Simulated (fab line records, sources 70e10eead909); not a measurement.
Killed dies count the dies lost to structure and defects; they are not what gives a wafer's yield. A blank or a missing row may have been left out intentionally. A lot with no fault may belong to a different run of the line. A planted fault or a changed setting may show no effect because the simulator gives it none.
Chamber matching / flow nand_harc / NHARC_A_CHANNEL_HOLE_D1_DESCUM_15 on rie_diel-12 has 4 sister chambers
The step chemistry O2, time 3 s. 16 wafers are shown with their chamber, then 8 later ones without.

## WAFERS, EACH WITH ITS CHAMBER
wafer=L079.2; chamber=3; oes_product_au (a.u.)=1.028; throttle_valve_pct (%)=11.291; rf_vpp_V (V)=57.8
wafer=L079.3; chamber=1; oes_product_au (a.u.)=1.005; throttle_valve_pct (%)=11.309; rf_vpp_V (V)=55.8
wafer=L079.6; chamber=2; oes_product_au (a.u.)=1.007; throttle_valve_pct (%)=11.312; rf_vpp_V (V)=58.7
wafer=L080.1; chamber=2; oes_product_au (a.u.)=0.996; throttle_valve_pct (%)=11.326; rf_vpp_V (V)=59.3
wafer=L080.2; chamber=0; oes_product_au (a.u.)=0.992; throttle_valve_pct (%)=11.322; rf_vpp_V (V)=57.4
wafer=L080.6; chamber=3; oes_product_au (a.u.)=1.013; throttle_valve_pct (%)=11.302; rf_vpp_V (V)=58.1
wafer=L085.2; chamber=1; oes_product_au (a.u.)=1.018; throttle_valve_pct (%)=11.300; rf_vpp_V (V)=57.0
wafer=L085.3; chamber=2; oes_product_au (a.u.)=0.998; throttle_valve_pct (%)=11.318; rf_vpp_V (V)=58.4
wafer=L085.6; chamber=0; oes_product_au (a.u.)=0.972; throttle_valve_pct (%)=11.302; rf_vpp_V (V)=57.4
wafer=L086.3; chamber=3; oes_product_au (a.u.)=1.012; throttle_valve_pct (%)=11.301; rf_vpp_V (V)=57.6
wafer=L086.4; chamber=0; oes_product_au (a.u.)=0.991; throttle_valve_pct (%)=11.313; rf_vpp_V (V)=57.8
wafer=L086.5; chamber=3; oes_product_au (a.u.)=1.017; throttle_valve_pct (%)=11.310; rf_vpp_V (V)=57.4
wafer=L089.2; chamber=1; oes_product_au (a.u.)=1.025; throttle_valve_pct (%)=11.305; rf_vpp_V (V)=55.7
wafer=L089.3; chamber=3; oes_product_au (a.u.)=1.024; throttle_valve_pct (%)=11.305; rf_vpp_V (V)=59.4
wafer=L089.6; chamber=3; oes_product_au (a.u.)=1.016; throttle_valve_pct (%)=11.310; rf_vpp_V (V)=57.3
wafer=L090.1; chamber=1; oes_product_au (a.u.)=1.017; throttle_valve_pct (%)=11.306; rf_vpp_V (V)=59.4

SIGNATURES, as means of the wafers listed above
reading=oes_product_au; chamber 0=0.98500; chamber 1=1.01625; chamber 2=1.00033; chamber 3=1.01833; scatter within a chamber=0.0078
reading=throttle_valve_pct; chamber 0=11.31233; chamber 1=11.30500; chamber 2=11.31867; chamber 3=11.30317; scatter within a chamber=0.00702
reading=rf_vpp_V; chamber 0=57.533; chamber 1=56.975; chamber 2=58.800; chamber 3=57.933; scatter within a chamber=1.02
Rule: for each reading, subtract the chamber's mean from the wafer's reading, divide by that reading's scatter and square the result; add these up over the readings and take the root, which gives the wafer's distance from the chamber. The wafer belongs to the nearest chamber; if the next one is less than 2 further off, it can't be placed. The scatter is the square root of a quotient: the sum, over the shown wafers, of each reading's squared deviation from its chamber's mean, divided by wafers minus chambers.

## WAFERS MISSING THEIR CHAMBER
wafer=L090.3; oes_product_au (a.u.)=1.018; throttle_valve_pct (%)=11.301; rf_vpp_V (V)=57.0
wafer=L090.5; oes_product_au (a.u.)=1.015; throttle_valve_pct (%)=11.318; rf_vpp_V (V)=57.2
wafer=L094.1; oes_product_au (a.u.)=0.995; throttle_valve_pct (%)=11.307; rf_vpp_V (V)=57.7
wafer=L094.4; oes_product_au (a.u.)=1.024; throttle_valve_pct (%)=11.312; rf_vpp_V (V)=57.7
wafer=L094.6; oes_product_au (a.u.)=1.005; throttle_valve_pct (%)=11.323; rf_vpp_V (V)=58.5
wafer=L096.3; oes_product_au (a.u.)=1.014; throttle_valve_pct (%)=11.309; rf_vpp_V (V)=59.3
wafer=L096.4; oes_product_au (a.u.)=0.996; throttle_valve_pct (%)=11.321; rf_vpp_V (V)=58.2
wafer=L096.6; oes_product_au (a.u.)=1.012; throttle_valve_pct (%)=11.308; rf_vpp_V (V)=58.5

## CHAMBER TAKEN BY EACH
wafer=L090.3; from the rows above=can't be placed: 1 or 3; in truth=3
wafer=L090.5; from the rows above=can't be placed: 1 or 3 or 2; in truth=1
wafer=L094.1; from the rows above=can't be placed: 0 or 2 or 1 or 3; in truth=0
wafer=L094.4; from the rows above=can't be placed: 3 or 1 or 2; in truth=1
wafer=L094.6; from the rows above=2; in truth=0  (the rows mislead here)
wafer=L096.3; from the rows above=can't be placed: 3 or 2 or 1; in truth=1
wafer=L096.4; from the rows above=can't be placed: 2 or 0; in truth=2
wafer=L096.6; from the rows above=can't be placed: 3 or 1 or 2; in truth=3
Correct placement for 0 of the 8. Not placeable from these rows: 7 (in 7, the candidates include the true chamber). 1 placed wrongly.
